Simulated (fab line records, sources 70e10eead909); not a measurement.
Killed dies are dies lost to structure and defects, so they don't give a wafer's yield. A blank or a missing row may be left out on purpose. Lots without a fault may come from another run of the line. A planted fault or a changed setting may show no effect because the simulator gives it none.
fab line records | flow nand_harc | part 2 of 2: steps 28 to 36 of 36
record lots=5 wafers=15 last_day=24
route steps=1159 shown P_M0@274 P_M1@285
lots that met no fault: from a run of the same line without faults
start_h: hours from the record's first day to the start of the lot's first wafer shown | wait_h: hours since the lot's step before | " the same as in the row above | L1.1+2: a row that stands for several wafers | - no value, or no start given | * or withheld: withheld | < > ~ a bound
route shown NAME@n: a module of which the file shows steps, and the number in the route of the first | usual: mean/standard deviation of fault-free wafers | same: alike in all rows | chamber/n: place in a boat | sites: the reading at each site | _std_site: their standard deviation | _edge_site: outer sites' mean less inner sites' | radius_mm: how far each site lies from the wafer's centre | mask NAME#n: copy n | behind: the tool/chamber that last shaped the wafer | hold: why the lot was held/for how many hours/how that ended | device: the transistor (n, p or np) that didn't switch | end of line: the same wafers' tests at the end of the route | a step without rows: its recipe alone | killed: dies lost to structure and defects at the first sort, not the wafer's yield | map: a wafer's dies, x killed, . not, _ none there
set.NAME: the setting as run; set.NAME@STEP: as run at that earlier step | model.NAME: the simulator's own value behind a step, which no gauge read
lots at some steps of the route; a table a step, a row a wafer
services: from which hour (start_h, from the record's first day; less than 0 if before it) a tool's chamber was out of use, for how many hours, and why
## steps
# step NHARC_P_M1_STRIP_18
# recipe power_w=1000 n2_flow_sccm=150 h2_flow_sccm=150 ar_flow_sccm=0 bias_w=0 chemistry=N2/H2
# usual drypump_motor_current_A=5.6/0.41 oes_product_au=1.001/0.013 rf_vpp_V=90.7/1 showerhead_plenum_p_Torr=2.05/0.091 throttle_valve_pct=14.170/0.009
# columns lot.wafer tool chamber start_h wait_h drypump_motor_current_A oes_product_au rf_hours_counter_h rf_vpp_V showerhead_plenum_p_Torr throttle_valve_pct
L078.2 rie_diel-05 0 144.59 0.1 5.9 1.016 3 90.0 2.08 14.174
L078.5 " 3 " " 5.1 0.995 - 90.9 2.19 14.157
L078.6 " 0 " " 5.9 1.018 - 91.1 2.08 14.179
L079.3 rie_diel-11 3 145.32 0.1 5.4 1.000 10 91.8 2.07 14.167
L079.2 " 0 " " 5.4 1.017 8 92.6 2.14 14.169
L079.6 " 3 " " 5.4 0.992 - 92.5 2.07 14.177
L084.3 rie_diel-03 1 181.33 0.1 5.3 0.997 8 91.5 2.03 14.166
L084.2 " 2 " " 5.8 0.974 7 90.3 2.00 14.175
L084.1 " 0 " " 6.4 0.994 7 90.3 2.11 14.182
L090.4 rie_diel-05 2 223.71 0.1 6.3 1.006 1 90.5 1.94 14.168
L090.2 " 0 " " 5.9 1.020 1 89.8 2.08 14.157
L090.5 " 2 " " 6.3 1.019 - 88.6 1.94 14.165
L097.2 rie_diel-11 3 252.65 0.1 5.4 1.013 4 91.0 2.07 14.165
L097.1 " 1 " " 5.2 1.001 3 91.6 2.06 14.146
L097.5 " 2 " " 5.6 1.012 - 91.2 2.11 14.185
# step NHARC_P_M1_ETCH_28
# recipe target_depth_a=300 over_etch_frac=0.3 time_s=72.99 ion_energy_ev=150 cf4_flow_sccm=50 n2_flow_sccm=100 ar_flow_sccm=150 rf_w=300 bias_w=100 chemistry=CF4/N2
# usual drypump_motor_current_A=5.6/0.39 oes_product_au=1.000/0.013 rf_vpp_V=314.3/2 showerhead_plenum_p_Torr=2.64/0.1 throttle_valve_pct=19.795/0.0099
# columns lot.wafer tool chamber start_h wait_h drypump_motor_current_A oes_product_au rf_hours_counter_h rf_vpp_V showerhead_plenum_p_Torr throttle_valve_pct
L078.2 rie_diel-05 2 - - 6.3 1.000 3 312.0 2.51 19.796
L078.5 " 2 " " 6.3 1.006 - 311.9 2.51 19.798
L078.6 " 0 " " 5.9 1.014 - 314.6 2.67 19.792
L079.2 rie_diel-11 0 - - 5.4 1.015 8 317.2 2.75 19.798
L079.3 " 1 " " 5.2 1.017 10 315.5 2.65 19.789
L079.6 " 0 " " 5.4 1.014 - 315.5 2.75 19.785
L084.1 rie_diel-03 1 - - 5.3 0.999 8 314.9 2.62 19.817
L084.3 " 2 " " 5.8 0.969 7 314.4 2.58 19.797
L084.2 " 3 " " 5.6 0.985 9 311.9 2.49 19.795
L090.4 rie_diel-05 1 - - 5.5 0.987 1 311.5 2.50 19.793
L090.2 " 2 " " 6.3 1.006 1 311.3 2.51 19.795
L090.5 " 3 " " 5.1 0.984 - 316.2 2.80 19.792
L097.2 rie_diel-11 0 - - 5.4 0.996 4 317.0 2.75 19.787
L097.1 " 1 " " 5.3 1.004 4 314.0 2.65 19.801
L097.5 " 2 " " 5.5 1.015 - 316.6 2.71 19.809
# step NHARC_P_M1_STRIP_19
# recipe time_s=600 temp_c=30 chemistry=post_etch_residue_remover
# columns lot.wafer tool chamber start_h wait_h
L078.5+2+6 wet_bench-08 3,4,5 144.96 -
L079.6+2+3 wet_bench-10 2,4,7 145.67 -
L084.3+1+2 wet_bench-08 4,6,7 181.71 -
L090.2+4+5 wet_bench-08 3,4,6 224.08 -
L097.1+2+5 wet_bench-08 0,2,4 252.99 -
# step NHARC_P_M1_DEGAS_29
# recipe temp_c=250 time_s=60
# usual heater_power_w=324/26
# columns lot.wafer tool chamber start_h wait_h heater_power_w
L078.2 pvd_sputter-02 - 145.25 - 362
L078.5 " - " " 294
L078.6 " - " " 291
L079.2 pvd_sputter-02 - 145.94 - 335
L079.3 " - " " 291
L079.6 " - " " 286
L084.2 pvd_sputter-02 - 181.97 - 291
L084.1 " - " " 331
L084.3 " - " " 358
L090.4 pvd_sputter-02 - 224.35 - 279
L090.2 " - " " 360
L090.5 " - " " 291
L097.1 pvd_sputter-02 - 253.27 - 308
L097.2 " - " " 328
L097.5 " - " " 297
# step NHARC_P_M1_PRE_CLEAN_30
# recipe time_s=30 temp_c=280 gas=H2/He
# usual heater_power_w=402/31
# columns lot.wafer tool chamber start_h wait_h heater_power_w
L078.2 pvd_sputter-02 - - - 437
L078.5 " - " " 426
L078.6 " - " " 361
L079.2 pvd_sputter-02 - - - 401
L079.3 " - " " 438
L079.6 " - " " 413
L084.1 pvd_sputter-02 - - - 354
L084.2 " - " " 432
L084.3 " - " " 373
L090.2 pvd_sputter-02 - - - 392
L090.4 " - " " 339
L090.5 " - " " 389
L097.2 pvd_sputter-02 - - - 410
L097.1 " - " " 364
L097.5 " - " " 388
# step NHARC_P_M1_PVD_20
# recipe target_thk_a=50 bias_v=168.6 power_w=15000 chamber_pressure_pa=0.12 time_s=8.06 substrate_temp_c=50 material=TaN
# usual throttle_valve_pct=29.8/1.1
# columns lot.wafer tool chamber start_h wait_h throttle_valve_pct
L078.2 pvd_sputter-02 - - - 29.5
L078.5 " - " " 31.3
L078.6 " - " " 28.2
L079.3 pvd_sputter-02 - - - 31.3
L079.2 " - " " 28.8
L079.6 " - " " 28.7
L084.1 pvd_sputter-02 - - - 28.9
L084.2 " - " " 30.8
L084.3 " - " " 31.3
L090.2 pvd_sputter-02 - - - 27.4
L090.4 " - " " 29.7
L090.5 " - " " 27.3
L097.1 pvd_sputter-02 - - - 32.0
L097.2 " - " " 27.3
L097.5 " - " " 30.7
# step NHARC_P_M1_PVD_21
# recipe target_thk_a=300 chamber_pressure_pa=5 power_w=5000 substrate_temp_c=30 time_s=20.49 material=Cu
# usual throttle_valve_pct=30.0/1.2
# columns lot.wafer tool chamber start_h wait_h throttle_valve_pct
L078.2 pvd_sputter-02 - - - 29.7
L078.5 " - " " 28.6
L078.6 " - " " 29.6
L079.2 pvd_sputter-02 - - - 31.2
L079.3 " - " " 29.7
L079.6 " - " " 31.3
L084.2 pvd_sputter-02 - - - 28.4
L084.1 " - " " 31.1
L084.3 " - " " 31.4
L090.2 pvd_sputter-02 - - - 30.7
L090.4 " - " " 29.7
L090.5 " - " " 31.9
L097.1 pvd_sputter-02 - - - 32.1
L097.2 " - " " 29.8
L097.5 " - " " 30.6
# step NHARC_P_M1_ECD_22
# recipe target_thk_a=4000 bath_temp_c=25 material=Cu
# usual bath_temp_c=25.00/0.12
# columns lot.wafer tool chamber start_h wait_h bath_temp_c
L078.2 ecd_cu-01 1 145.63 - 24.93
L078.5 " 0 " " 25.32
L078.6 " 1 " " 25.07
L079.2 ecd_cu-02 0 146.29 - 25.02
L079.3 " 0 " " 25.08
L079.6 " 1 " " 25.08
L084.1 ecd_cu-01 1 182.33 - 25.01
L084.2 " 0 " " 25.00
L084.3 " 1 " " 24.94
L090.2 ecd_cu-01 0 224.72 - 24.89
L090.4 " 0 " " 24.93
L090.5 " 0 " " 24.83
L097.2 ecd_cu-01 1 253.65 - 24.90
L097.1 " 0 " " 24.88
L097.5 " 1 " " 24.88
# step NHARC_P_M1_ANNEAL_31
# recipe temp_c=225 time_s=90
# usual wafer_temp_C_max=226.2/0.3
# columns lot.wafer tool chamber start_h wait_h wafer_temp_C_max
L078.2 rtp_anneal-02 0 146.01 0.3 226.2
L078.5 " 0 " " 226.6
L078.6 " 0 " " 226.2
L079.2 rtp_anneal-01 0 146.72 0.4 226.8
L079.3 " 0 " " 226.2
L079.6 " 0 " " 226.1
L084.1 rtp_anneal-02 0 182.71 0.3 226.2
L084.2 " 0 " " 226.2
L084.3 " 0 " " 226.2
L090.2 rtp_anneal-02 0 225.16 0.4 226.3
L090.4 " 0 " " 225.9
L090.5 " 0 " " 226.0
L097.1 rtp_anneal-02 0 254.22 0.5 225.9
L097.2 " 0 " " 226.3
L097.5 " 0 " " 226.2
## services
# columns tool chamber start_h hours kind
pecvd-02 - 123.22 0.9 repair
rie_diel-05 2 133.48 5.2 repair
rie_diel-05 1 135.13 49.1 repair
arfi_scanner-02 - 147.88 2.8 repair
pecvd-04 2 148.30 5.7 repair
pecvd-02 - 153.33 13.0 pm
wet_bench-08 - 156.05 0.9 repair
arfi_scanner-02 - 157.07 0.7 repair
pvd_sputter-01 - 158.83 10.0 pm
rie_diel-05 - 163.60 9.0 pm
pecvd-02 - 178.66 1.9 repair
rie_diel-11 - 189.50 9.0 pm
pecvd-04 - 195.41 13.0 pm
pecvd-02 1 197.67 1.8 repair
pvd_sputter-02 - 206.10 2.2 repair
pvd_sputter-02 - 214.00 10.0 pm
rie_diel-03 - 215.30 9.0 pm
wet_bench-10 - 217.66 3.1 repair
rie_diel-05 2 227.71 5.5 repair
wet_bench-08 - 230.40 8.0 pm
pvd_sputter-01 - 240.30 3.6 repair
wet_bench-10 - 247.20 8.0 pm
pvd_sputter-01 - 252.22 3.2 repair
rie_diel-05 0 253.44 1.8 repair
